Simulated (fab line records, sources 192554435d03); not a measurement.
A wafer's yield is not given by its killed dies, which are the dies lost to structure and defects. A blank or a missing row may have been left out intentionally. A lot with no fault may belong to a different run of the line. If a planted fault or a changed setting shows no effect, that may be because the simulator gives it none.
A struck lot beside a sound one -- flow n5Finfet -- 16 steps out of a route of 1938
Sound: the wafers L567.2, L567.4, L567.5. Struck: wafers L570.1, L570.4 (left out: L570.6, a lot-mate that was not struck); the cause follows at the end.
Per side, at each step with rows, come the tool, then ch with its chambers, and then its first start. Under that, the readings that differ: sound wafers -- struck wafers -- difference of the means -- sigmas: that difference in standard deviations of wafers without a fault.
alike: words and numbers the same on both sides, and readings whose means are apart by under 2 such deviations; not compared: readings that were withheld, readings missing a value for some wafer, numbers with overlapping values and no deviation given by the record, and bounds like >300 which may hide the same value.
The two part at a step that has a row with sigmas, a row that says differs or no value, or rows on one side only. Non-overlapping numbers with no deviation appear without sigmas and do not part them. A reading that every wafer of one side lacks parts them only if that side has two wafers or more.

first, 7 steps without rows for these wafers: N5_BEOL_M1_COAT_73 (time 60 s, resist thk 5 nm); N5_BEOL_M1_COAT_05 (resist thk 30 nm); N5_BEOL_M1_EBR_07; N5_BEOL_M1_SOFTBAKE_06 (time 60 s); N5_BEOL_M1_EXPOSE_08 (exposes mask M1); N5_BEOL_M1_PEB_09 (peb time 60 s); N5_BEOL_M1_DEVELOP_10 (develop time 30 s).
N5_BEOL_M1_CD_MEAS_11: the cd target is 17.05 nm.
  sound on cdSem-03 ch 0, day 7 05:56; struck on cdSem-01 ch 0, day 7 21:57
  alike: cdNm
N5_BEOL_M1_OVL_MEAS_12:
  sound on overlay-02 ch 0, day 7 05:58; struck on overlay-01 ch 0, day 7 21:59
  alike: M1_OVL
N5_BEOL_M1_INSPECT_13: inspects for defects (brightfield).
  struck on defectInspect-02, day 7 22:02; sound on defectInspect-02, day 7 06:01
  alike: rawDefectCount
N5_BEOL_M1_DESCUM_16: chemistry O2, time 7 s.
  sound on rieDiel-03 ch 2,3, day 7 06:03; struck on rieDiel-03 ch 0,3, day 7 22:11
  alike: drypumpMotorCurrentA, oesProductAu, rfFwdPowerW, rfVppV, showerheadPlenumPTorr, throttleValvePct
  not compared: rfHoursCounterH
N5_BEOL_M1_ETCH_74: etches underlayer in N2/H2, target depth 6.5 nm, time 5.2 s.
  sound on rieDiel-03 ch 2,3, day 7 06:05; struck on rieDiel-03 ch 0,3, day 7 22:13
  alike: drypumpMotorCurrentA, etchRfOnTimeS, oesProductAu, rfFwdPowerW, rfVppV, showerheadPlenumPTorr, throttleValvePct
  not compared: rfHoursCounterH
N5_BEOL_M1_ETCH_63: etches SiARC in CF4, target depth 15.6 nm, time 26 s.
  sound on rieDiel-03 ch 2,3, day 7 06:06; struck on rieDiel-03 ch 0,3, day 7 22:14
reading,sound,struck,difference,sigmas
etchRfOnTimeS (s),27.6 27.6 26.0,19.0 19.2,-8.0,-9
  alike: drypumpMotorCurrentA, oesProductAu, rfFwdPowerW, rfVppV, showerheadPlenumPTorr, throttleValvePct
  not compared: rfHoursCounterH
N5_BEOL_M1_ETCH_64: etches SOC in N2/H2, target depth 75 nm, overetch 15 nm, time 112.5 s.
  sound on rieDiel-03 ch 2,3, day 7 06:08; struck on rieDiel-03 ch 0,3, day 7 22:16
  alike: drypumpMotorCurrentA, oesProductAu, rfFwdPowerW, rfVppV, showerheadPlenumPTorr, throttleValvePct
  not compared: rfHoursCounterH
N5_BEOL_M4_RC_MEAS_101:
  sound on prober-01 ch 0, day 9 08:32; struck on prober-02 ch 0, day 9 11:20
  alike: DIBL_N, DIBL_P, IOFF_N, IOFF_P, ION_N, ION_P, SS_N, SS_P, VT_N, VT_P
N5_PASSIVATION_PROBE_49:
  rows exist in the record for the sound wafers here (prober-01, day 13 19:40), none for the struck ones

== WHERE THEY PART ==
First at N5_BEOL_M1_ETCH_63; last, within this record, at N5_PASSIVATION_PROBE_49.

WHY: the cause the simulator had injected
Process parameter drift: rieDiel-03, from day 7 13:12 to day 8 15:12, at N5_BEOL_M1_ETCH_63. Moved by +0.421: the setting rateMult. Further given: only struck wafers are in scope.
